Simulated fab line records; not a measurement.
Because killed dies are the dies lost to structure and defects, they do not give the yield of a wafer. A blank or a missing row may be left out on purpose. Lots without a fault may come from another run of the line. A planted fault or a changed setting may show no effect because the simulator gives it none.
A lot that was struck, set against a sound lot + flow nandHarc + 25 out of 1302 route steps
Sound: these wafers, L570.1, L570.5, L570.6. Struck: wafer L588.4 (left out: L588.3, a lot-mate that was not struck); the cause follows at the end.
At each step with rows: each side's tool, then ch and its chambers, then its first start. Under that, the readings that differ: sound wafers + struck wafers + difference of the means + sigmas: that difference in standard deviations of wafers without a fault.
alike: readings whose means differ by less than 2 such deviations, and words and numbers that are the same on both sides. not compared: withheld readings, readings that some wafer has no value for, bounds like >300 that may hide the same value, and numbers for which the record gives no deviation and whose values overlap.
A row with sigmas, a row that says differs or no value, or rows on one side alone: a step with any of these is where the two part. Non-overlapping numbers with no deviation appear without sigmas and do not part them. Lack of a reading on every wafer of one side parts them only where that side has two or more wafers.

first, 4 steps without rows for these wafers: NHARC_P_GATE_PRECLEAN_71 (cleans in SC1); NHARC_P_GATE_SRD_72; NHARC_P_GATE_OXIDE_16 (material SiO2, target thk 3 nm, ox time 392 s); NHARC_P_GATE_CVD_17 (deposits poly-Si, target thk 150 nm, time 900 s).
NHARC_P_GATE_HM_DEP_102: deposits aC, target thk 120 nm.
  sound on aclDep-02 ch 0, day 5 15:38; struck on aclDep-01 ch 0, day 12 15:38
  alike: throttleValvePct
NHARC_P_GATE_DEP_103: deposits SiON, target thk 30 nm.
  sound on pecvd-02 ch 0,2, day 5 16:20; struck on pecvd-02 ch 1, day 12 16:09
  alike: heaterPowerW
  not compared: sinceWetCleanH
then, 6 steps without rows for these wafers: NHARC_P_GATE_DEHYDRATE_18 (time 120 s); NHARC_P_GATE_HMDS_19 (time 30 s); NHARC_P_GATE_COAT_20 (resist thk 90 nm); NHARC_P_GATE_SOFTBAKE_21 (time 55 s); NHARC_P_GATE_EBR_22; NHARC_P_GATE_EXPOSE_23 (exposes mask P GATE, target cd 120 nm).
NHARC_P_GATE_PEB_24: peb time 65 s.
  sound on lithoTrack-01 ch 0, day 5 16:54; struck on lithoTrack-01 ch 0, day 12 16:41
| reading             | sound             | struck | difference | sigmas |
|---------------------|-------------------|--------|------------|--------|
| chillPlateTempC (C) | 23.03 22.92 23.09 | 22.81  | -0.20      | -2     |
  alike: heaterPowerTotalW
then, 1 step without rows for these wafers: NHARC_P_GATE_DEVELOP_25 (develop time 35 s).
NHARC_P_GATE_CD_MEAS_26: target cd 120 nm.
  sound on cdSem-02 ch 0, day 5 16:59; struck on cdSem-02 ch 0, day 12 16:46
| reading   | sound             | struck | difference | sigmas |
|-----------|-------------------|--------|------------|--------|
| cdNm (nm) | 120.8 120.9 120.3 | 107.9  | -12.8      | -24    |
NHARC_P_GATE_OVL_MEAS_27:
  sound on overlay-02, day 5 17:04; struck on overlay-02, day 12 16:52
  alike: overlayXNm, overlayYNm
NHARC_P_GATE_INSPECT_28:
  sound on defectInspect-01, day 5 17:07; struck on defectInspect-02, day 12 16:53
  alike: rawDefectCount
NHARC_P_GATE_DESCUM_31: chemistry O2, time 3 s.
  sound on rieDiel-07 ch 0,1,3, day 5 17:11; struck on rieDiel-07 ch 1, day 12 16:58
| reading                | sound             | struck | difference | sigmas |
|------------------------|-------------------|--------|------------|--------|
| model.P_GATE.cdNm (nm) | 120.4 121.1 120.8 | 107.4  | -13.4      |        |
  alike: drypumpMotorCurrentA, oesProductAu, rfVppV, showerheadPlenumPTorr, throttleValvePct
  not compared: rfHoursCounterH
NHARC_P_GATE_ETCH_104: etches the open film in CF4/CHF3, target depth 60 nm.
  sound on rieDiel-07 ch 2,3, day 5 17:16; struck on rieDiel-07 ch 0, day 12 17:04
  alike: cf4FlowSccm, drypumpMotorCurrentA, oesProductAu, rfVppV, showerheadPlenumPTorr, throttleValvePct
NHARC_P_GATE_HM_OPEN_105: chemistry O2/COS, target depth 360 nm.
  sound: rieDiel-07 ch 0,1,3; struck: rieDiel-07 ch 1
  alike: drypumpMotorCurrentA, oesProductAu, rfVppV, showerheadPlenumPTorr, throttleValvePct
  not compared: rfHoursCounterH
then, 1 step without rows for these wafers: NHARC_P_GATE_STRIP_106 (strips in O2/COS).
NHARC_P_GATE_ETCH_114: etches the open film in CF4/O2, target depth 30 nm, overetch 3 nm, time 16.5 s.
  sound: rieDiel-07 ch 1,2,3; struck: rieDiel-07 ch 2
  alike: cf4FlowSccm, drypumpMotorCurrentA, oesProductAu, rfVppV, showerheadPlenumPTorr, throttleValvePct
  not compared: rfHoursCounterH
NHARC_P_GATE_ETCH_32: etches the open film in HBr/Cl2, target depth 150 nm, time 100.1 s.
  sound on rieSi-02 ch 1,2, day 5 17:39; struck on rieSi-04 ch 3, day 12 17:30
| reading                | sound           | struck | difference | sigmas |
|------------------------|-----------------|--------|------------|--------|
| model.P_GATE.cdNm (nm) | 124.6 124.4 124 | 103.4  | -20.9      |        |
  alike: drypumpMotorCurrentA, heBacksideLeakSccm, oesProductAu, throttleValvePct
  not compared: rfHoursCounterH
then, 1 step without rows for these wafers: NHARC_P_GATE_STRIP_108 (strips in O2).
-- jump in the record: it breaks off in module P_GATE and resumes in module END (first step shown: number 1302 of the route), and 20 days separate the struck wafers' starts before and after --
NHARC_END_SORT_01:
  here the record holds rows for the struck wafers (prober-02 ch 0, day 32 07:59) but none for the sound ones

== WHERE THEY PART ==
Earliest at NHARC_P_GATE_PEB_24; latest, in this record, at NHARC_END_SORT_01.

WHY: the cause the simulator had injected
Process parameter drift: lithoTrack-01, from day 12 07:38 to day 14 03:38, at NHARC_P_GATE_PEB_24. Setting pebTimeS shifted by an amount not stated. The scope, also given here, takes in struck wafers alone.
